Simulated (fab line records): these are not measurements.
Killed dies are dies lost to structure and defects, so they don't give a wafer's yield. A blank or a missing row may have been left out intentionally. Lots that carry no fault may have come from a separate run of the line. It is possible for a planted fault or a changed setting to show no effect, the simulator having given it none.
The tool behind it: which one?	flow nand harc	72 wafers from 24 lots sampled at 6 of the route's 1302 steps

WHAT THE GAUGES READ, wafer by wafer
Not one reading of a measure or inspect step in the record can be checked against a usual standard deviation.

WHAT TOOL EACH LOT RAN ON (gives the tool, then ch and the chambers of the sampled wafers, and finally the start)
lot	NHARC_A_STAIRCASE_ETCH_190	NHARC_A_STAIRCASE_TRIM_193	NHARC_A_STAIRCASE_TRIM_196	NHARC_A_STAIRCASE_ETCH_197	NHARC_A_STAIRCASE_ETCH_223	NHARC_A_STAIRCASE_HM_DEP_456
L074	rie diel-05 ch 0,1,3, day 15 19:02 or earlier	rie diel-05 ch 0,1, day 15 19:02 or earlier	rie diel-11 ch 2,3, day 15 19:02	rie diel-11 ch 0,2, day 16 02:31 or earlier	rie diel-05 ch 0,2,3, day 16 02:31 or earlier	acl dep-03 ch 0, day 16 02:31
L075	rie diel-11 ch 0,3, day 16 04:53 or earlier	rie diel-11 ch 0,2,3, day 16 04:53 or earlier	rie diel-05 ch 0,1,2, day 16 04:53	rie diel-05 ch 0,3, day 16 12:04 or earlier	rie diel-04 ch 2,3, day 16 12:04 or earlier	acl dep-02 ch 0, day 16 12:04
L076	rie diel-04 ch 1,2,3, day 16 14:44 or earlier	rie diel-04 ch 0,2,3, day 16 14:44 or earlier	rie diel-05 ch 1,2,3, day 16 14:44	rie diel-05 ch 0,1,2, day 16 22:14 or earlier	rie diel-11 ch 0,1,3, day 16 22:14 or earlier	acl dep-02 ch 0, day 16 22:14
L078	rie diel-11 ch 0,1,3, day 17 06:33 or earlier	rie diel-11 ch 1,2, day 17 06:33 or earlier	rie diel-04 ch 0,1, day 17 06:33	rie diel-04 ch 1,2, day 17 16:40 or earlier	rie diel-04 ch 0,1,2, day 17 16:40 or earlier	acl dep-03 ch 0, day 17 16:40
L077	rie diel-11 ch 0,1,3, day 17 07:55 or earlier	rie diel-11 ch 0,2,3, day 17 07:55 or earlier	rie diel-11 ch 0,2,3, day 17 07:55	rie diel-11 ch 0,1, day 17 20:04 or earlier	rie diel-11 ch 1,2, day 17 20:04 or earlier	acl dep-01 ch 0, day 17 20:04
L079	rie diel-11 ch 0,1,2, day 18 05:24 or earlier	rie diel-11 ch 0,1,2, day 18 05:24 or earlier	rie diel-11 ch 0,1, day 18 05:24	rie diel-11 ch 2,3, day 18 13:29 or earlier	rie diel-04 ch 2,3, day 18 13:29 or earlier	acl dep-03 ch 0, day 18 13:29
L081	rie diel-05 ch 0,2,3, day 18 21:17 or earlier	rie diel-05 ch 1,2,3, day 18 21:17 or earlier	rie diel-04 ch 0,2,3, day 18 21:17	rie diel-04 ch 1,2,3, day 19 07:55 or earlier	rie diel-11 ch 0,1,3, day 19 07:55 or earlier	acl dep-03 ch 0, day 19 07:55
L080	rie diel-11 ch 1,2, day 18 22:37 or earlier	rie diel-11 ch 0,1, day 18 22:37 or earlier	rie diel-11 ch 0,1,2, day 18 22:37	rie diel-11 ch 0,3, day 19 13:09 or earlier	rie diel-04 ch 0,1, day 19 13:09 or earlier	acl dep-01 ch 0, day 19 13:09
L082	rie diel-05 ch 0,2, day 19 03:29 or earlier	rie diel-05 ch 0,3, day 19 03:29 or earlier	rie diel-05 ch 0,3, day 19 03:29	rie diel-05 ch 0,2,3, day 19 16:32 or earlier	rie diel-05 ch 1,2, day 19 16:32 or earlier	acl dep-01 ch 0, day 19 16:32
L083	rie diel-04 ch 1,2,3, day 19 15:02 or earlier	rie diel-04 ch 0,1,3, day 19 15:02 or earlier	rie diel-05 ch 0,1,3, day 19 15:02	rie diel-05 ch 0,1,3, day 20 00:47 or earlier	rie diel-11 ch 1,2,3, day 20 00:47 or earlier	acl dep-02 ch 0, day 20 00:47
L084	rie diel-11 ch 0,2,3, day 19 23:23 or earlier	rie diel-11 ch 0,3, day 19 23:23 or earlier	rie diel-04 ch 1,2, day 19 23:23	rie diel-04 ch 0,1,2, day 20 09:44 or earlier	rie diel-04 ch 2,3, day 20 09:44 or earlier	acl dep-01 ch 0, day 20 09:44
L085	rie diel-04 ch 0,1,2, day 20 08:33 or earlier	rie diel-04 ch 0,2,3, day 20 08:33 or earlier	rie diel-11 ch 0,1,3, day 20 08:33	rie diel-11 ch 0,1,2, day 20 19:35 or earlier	rie diel-04 ch 0,1,3, day 20 19:35 or earlier	acl dep-03 ch 0, day 20 19:35
L086	rie diel-05 ch 1,2,3, day 20 14:35 or earlier	rie diel-05 ch 1,2,3, day 20 14:35 or earlier	rie diel-05 ch 0,2, day 20 14:35	rie diel-05 ch 0,2,3, day 20 22:09 or earlier	rie diel-11 ch 0,1, day 20 22:09 or earlier	acl dep-01 ch 0, day 20 22:09
L087	rie diel-05 ch 0,2,3, day 20 14:44 or earlier	rie diel-05 ch 1,2,3, day 20 14:44 or earlier	rie diel-05 ch 0,1,3, day 20 14:44	rie diel-05 ch 2,3, day 21 00:17 or earlier	rie diel-04 ch 0,1,3, day 21 00:17 or earlier	acl dep-01 ch 0, day 21 00:17
L088	rie diel-11 ch 0,2, day 22 15:47 or earlier	rie diel-11 ch 0,1,3, day 22 15:47 or earlier	rie diel-11 ch 0,2,3, day 22 15:47	rie diel-11 ch 1,2,3, day 23 02:13 or earlier	rie diel-11 ch 2,3, day 23 02:13 or earlier	acl dep-03 ch 0, day 23 02:13
L089	rie diel-04 ch 0,1,2, day 22 15:53 or earlier	rie diel-04 ch 0,1,3, day 22 15:53 or earlier	rie diel-04 ch 0,3, day 22 15:53	rie diel-04 ch 0,3, day 23 06:35 or earlier	rie diel-04 ch 1,3, day 23 06:35 or earlier	acl dep-01 ch 0, day 23 06:35
L091	rie diel-11 ch 0,2,3, day 23 00:31 or earlier	rie diel-11 ch 0,1,3, day 23 00:31 or earlier	rie diel-05 ch 1,2,3, day 23 00:31	rie diel-05 ch 0,2,3, day 23 07:54 or earlier	rie diel-04 ch 0,1,2, day 23 07:54 or earlier	acl dep-02 ch 0, day 23 07:54
L090	rie diel-04 ch 1,3, day 23 01:06 or earlier	rie diel-04 ch 1,2,3, day 23 01:06 or earlier	rie diel-04 ch 0,1,3, day 23 01:06	rie diel-04 ch 0,3, day 23 09:42 or earlier	rie diel-05 ch 0,1,3, day 23 09:42 or earlier	acl dep-01 ch 0, day 23 09:42
L092	rie diel-04 ch 2,3, day 23 21:22 or earlier	rie diel-04 ch 1,3, day 23 21:22 or earlier	rie diel-05 ch 0,1,2, day 23 21:22	rie diel-05 ch 0,2,3, day 24 10:28 or earlier	rie diel-04 ch 1,2,3, day 24 10:28 or earlier	acl dep-03 ch 0, day 24 10:28
L094	rie diel-11 ch 0,3, day 23 21:15 or earlier	rie diel-11 ch 0,1,3, day 23 21:15 or earlier	rie diel-11 ch 1,2,3, day 23 21:15	rie diel-11 ch 0,1, day 24 10:05 or earlier	rie diel-11 ch 0,1, day 24 10:05 or earlier	acl dep-02 ch 0, day 24 10:05
L093	rie diel-11 ch 0,1, day 24 01:40 or earlier	rie diel-11 ch 0,1,3, day 24 01:40 or earlier	rie diel-11 ch 0,1, day 24 01:40	rie diel-11 ch 1,2,3, day 24 14:28 or earlier	rie diel-04 ch 2,3, day 24 14:28 or earlier	acl dep-02 ch 0, day 24 14:28
L096	rie diel-05 ch 0,3, day 24 16:20 or earlier	rie diel-05 ch 0,3, day 24 16:20 or earlier	rie diel-05 ch 0,2,3, day 24 16:20	rie diel-05 ch 2,3, day 25 02:40 or earlier	rie diel-04 ch 1,2, day 25 02:40 or earlier	acl dep-03 ch 0, day 25 02:40
L095	rie diel-04 ch 0,2,3, day 24 17:10 or earlier	rie diel-04 ch 0,1, day 24 17:10 or earlier	rie diel-11 ch 0,1,2, day 24 17:10	rie diel-11 ch 1,2, day 25 04:50 or earlier	rie diel-04 ch 2,3, day 25 04:50 or earlier	acl dep-03 ch 0, day 25 04:50
L097	rie diel-05 ch 0,1, day 25 04:41 or earlier	rie diel-05 ch 1,2,3, day 25 04:41 or earlier	rie diel-11 ch 1,3, day 25 04:41	rie diel-11 ch 0,3, day 25 17:48 or earlier	rie diel-04 ch 0,1, day 25 17:48 or earlier	acl dep-03 ch 0, day 25 17:48
- NHARC_A_STAIRCASE_ETCH_190: etches the open film in C4F8/O2, target depth 100 nm, time 40.5 s.
- NHARC_A_STAIRCASE_TRIM_193: chemistry O2, time 211.2 s.
- NHARC_A_STAIRCASE_TRIM_196: chemistry O2, time 211.2 s.
- NHARC_A_STAIRCASE_ETCH_197: etches the open film in C4F8/O2, target depth 100 nm, time 40.5 s.
- NHARC_A_STAIRCASE_ETCH_223: etches the open film in C4F8/O2, target depth 100 nm, time 40.5 s.
- NHARC_A_STAIRCASE_HM_DEP_456: deposits aC, target thk 3100 nm.

AS READ BY THE TOOLS THEMSELVES (means over the sampled wafers that have a number; for cases with no such wafer, the mark the record gives instead)
NHARC_A_STAIRCASE_ETCH_190.
lot	tool	bias w (W)	oes product au (a.u.)	rf vpp V (V)
L074	rie diel-05	1002	0.941	889
L075	rie diel-11	1005	0.932	897
L076	rie diel-04	1001	0.948	894
L078	rie diel-11	1002	0.937	898
L077	rie diel-11	999	0.942	898
L079	rie diel-11	999	0.939	892
L081	rie diel-05	999	0.941	892
L080	rie diel-11	1003	0.950	891
L082	rie diel-05	998	0.955	895
L083	rie diel-04	998	0.937	893
L084	rie diel-11	1001	0.944	895
L085	rie diel-04	1000	0.947	895
L086	rie diel-05	1001	0.937	892
L087	rie diel-05	1002	0.940	891
L088	rie diel-11	1001	0.935	891
L089	rie diel-04	1002	0.942	896
L091	rie diel-11	1002	0.954	895
L090	rie diel-04	1002	0.941	893
L092	rie diel-04	999	0.928	900
L094	rie diel-11	1003	0.930	897
L093	rie diel-11	1000	0.928	891
L096	rie diel-05	998	0.941	888
L095	rie diel-04	997	0.940	898
L097	rie diel-05	1001	0.943	889

NHARC_A_STAIRCASE_TRIM_193.
lot	tool	drypump motor current A (A)	oes product au (a.u.)	rf vpp V (V)	showerhead plenum p Torr (Torr)	throttle valve pct (%)
L074	rie diel-05	5.8	1.012	57.3	3.37	17.038
L075	rie diel-11	5.7	1.005	57.5	3.53	17.038
L076	rie diel-04	5.9	1.000	58.3	3.45	17.039
L078	rie diel-11	5.7	0.997	58.0	3.39	17.028
L077	rie diel-11	5.7	1.001	57.8	3.53	17.039
L079	rie diel-11	5.9	1.004	57.5	3.40	17.043
L081	rie diel-05	5.8	0.994	57.6	3.43	17.035
L080	rie diel-11	6.1	0.999	58.1	3.45	17.030
L082	rie diel-05	6.1	0.998	57.5	3.33	17.031
L083	rie diel-04	6.0	0.998	58.2	3.47	17.028
L084	rie diel-11	6.0	0.989	58.3	3.57	17.044
L085	rie diel-04	5.9	1.003	57.8	3.43	17.035
L086	rie diel-05	5.8	0.994	57.5	3.42	17.038
L087	rie diel-05	5.8	0.984	57.2	3.42	17.026
L088	rie diel-11	5.8	0.993	57.2	3.54	17.036
L089	rie diel-04	6.0	0.991	58.1	3.46	17.039
L091	rie diel-11	5.8	0.997	57.4	3.54	17.039
L090	rie diel-04	5.6	0.990	58.0	3.41	17.033
L092	rie diel-04	5.7	0.992	57.2	3.62	17.041
L094	rie diel-11	5.9	0.993	57.8	3.53	17.040
L093	rie diel-11	5.8	0.989	58.0	3.53	17.035
L096	rie diel-05	6.4	1.001	58.0	3.30	17.034
L095	rie diel-04	6.0	1.006	58.0	3.53	17.043
L097	rie diel-05	5.8	0.992	57.1	3.40	17.040

NHARC_A_STAIRCASE_TRIM_196.
lot	tool	drypump motor current A (A)	oes product au (a.u.)	rf vpp V (V)	showerhead plenum p Torr (Torr)	throttle valve pct (%)
L074	rie diel-11	5.4	0.992	58.0	3.63	17.034
L075	rie diel-05	6.1	0.995	58.0	3.44	17.046
L076	rie diel-05	5.8	0.999	57.4	3.44	17.035
L078	rie diel-04	6.3	1.009	58.0	3.58	17.037
L077	rie diel-11	5.7	0.994	57.6	3.52	17.034
L079	rie diel-11	6.0	0.999	57.3	3.44	17.034
L081	rie diel-04	5.9	0.998	57.3	3.44	17.039
L080	rie diel-11	5.8	0.994	57.7	3.40	17.052
L082	rie diel-05	6.4	0.993	57.3	3.32	17.033
L083	rie diel-05	5.9	1.003	57.3	3.34	17.038
L084	rie diel-04	5.7	0.997	58.4	3.51	17.026
L085	rie diel-11	5.8	0.990	57.4	3.55	17.044
L086	rie diel-05	6.6	1.015	57.1	3.41	17.038
L087	rie diel-05	5.9	1.000	57.0	3.34	17.046
L088	rie diel-11	5.7	1.003	57.6	3.51	17.028
L089	rie diel-04	6.3	1.000	57.5	3.47	17.037
L091	rie diel-05	5.8	0.991	57.6	3.41	17.035
L090	rie diel-04	6.0	0.999	57.6	3.46	17.030
L092	rie diel-05	6.1	1.003	58.0	3.41	17.034
L094	rie diel-11	5.6	0.999	57.1	3.48	17.035
L093	rie diel-11	6.0	0.986	57.9	3.42	17.040
L096	rie diel-05	6.2	1.004	57.3	3.39	17.033
L095	rie diel-11	5.9	0.995	56.7	3.38	17.030
L097	rie diel-11	5.5	0.994	58.3	3.63	17.030

NHARC_A_STAIRCASE_ETCH_197.
lot	tool	bias w (W)	oes product au (a.u.)	rf vpp V (V)
L074	rie diel-11	998	0.964	892
L075	rie diel-05	1001	0.968	889
L076	rie diel-05	1002	0.967	893
L078	rie diel-04	1001	0.924	894
L077	rie diel-11	1002	0.948	894
L079	rie diel-11	999	0.928	894
L081	rie diel-04	1000	0.966	892
L080	rie diel-11	1002	0.943	902
L082	rie diel-05	1000	0.943	891
L083	rie diel-05	998	0.960	889
L084	rie diel-04	998	0.970	896
L085	rie diel-11	1000	0.959	892
L086	rie diel-05	1001	0.955	891
L087	rie diel-05	995	0.943	895
L088	rie diel-11	1001	0.946	895
L089	rie diel-04	996	0.941	894
L091	rie diel-05	1002	0.976	891
L090	rie diel-04	999	0.941	894
L092	rie diel-05	999	0.972	891
L094	rie diel-11	997	0.927	892
L093	rie diel-11	997	0.934	894
L096	rie diel-05	998	0.941	895
L095	rie diel-11	1000	0.957	888
L097	rie diel-11	1001	0.956	900

NHARC_A_STAIRCASE_ETCH_223.
lot	tool	bias w (W)	oes product au (a.u.)	rf vpp V (V)
L074	rie diel-05	997.9	0.935	893
L075	rie diel-04	998.7	0.951	889
L076	rie diel-11	1002.4	0.938	897
L078	rie diel-04	999.8	0.941	896
L077	rie diel-11	998.6	0.938	889
L079	rie diel-04	1001.2	0.918	888
L081	rie diel-11	1002.4	0.944	897
L080	rie diel-04	998.4	0.955	896
L082	rie diel-05	999.9	0.931	893
L083	rie diel-11	998.0	0.954	894
L084	rie diel-04	1001.2	0.926	889
L085	rie diel-04	1001.9	0.948	894
L086	rie diel-11	1002.2	0.947	892
L087	rie diel-04	1001.2	0.952	893
L088	rie diel-11	997.9	0.954	898
L089	rie diel-04	1001.5	0.938	893
L091	rie diel-04	1000.6	0.946	895
L090	rie diel-05	1002.4	0.946	889
L092	rie diel-04	1001.2	0.918	898
L094	rie diel-11	1000.3	0.929	891
L093	rie diel-04	998.2	0.929	902
L096	rie diel-04	1001.4	0.931	895
L095	rie diel-04	1003.3	0.930	901
L097	rie diel-04	1004.7	0.946	897

NHARC_A_STAIRCASE_HM_DEP_456.
lot	tool	throttle valve pct (%)
L074	acl dep-03	34.993
L075	acl dep-02	35.002
L076	acl dep-02	34.999
L078	acl dep-03	34.998
L077	acl dep-01	35.007
L079	acl dep-03	35.000
L081	acl dep-03	34.995
L080	acl dep-01	34.995
L082	acl dep-01	35.004
L083	acl dep-02	34.998
L084	acl dep-01	34.999
L085	acl dep-03	35.004
L086	acl dep-01	34.997
L087	acl dep-01	35.010
L088	acl dep-03	35.005
L089	acl dep-01	35.010
L091	acl dep-02	35.006
L090	acl dep-01	34.996
L092	acl dep-03	35.003
L094	acl dep-02	35.012
L093	acl dep-02	35.006
L096	acl dep-03	34.998
L095	acl dep-03	35.005
L097	acl dep-03	34.991

THE ANSWER, worked out from the rows above alone
Rule: what is usual is taken from the lots themselves. Put in order of their means at a reading, lots are off if they are a third of the lots or fewer, leave a main group of 4 or more, and stand apart from it by a gap of 3 or more times the standard deviation of the main group's means; of several such gaps the widest counts. The tables above print the reading to a certain number of digits; a main group whose means all agree to those digits is not used. A lot without any number at a reading at which 4 lots or more have one is off too. Where the step has rows for the other lots, those lots are counted as sound. Order of review: gauges by route order, followed by the tools' own readings, for which a lot's mean as printed above is used. The first step at which some lot is off is used, and at that step the reading that is off furthest; a lot without a number counts as furthest.
Nothing can be told from this: no lot is off at any reading shown.

WHAT THE SIMULATOR PUT IN
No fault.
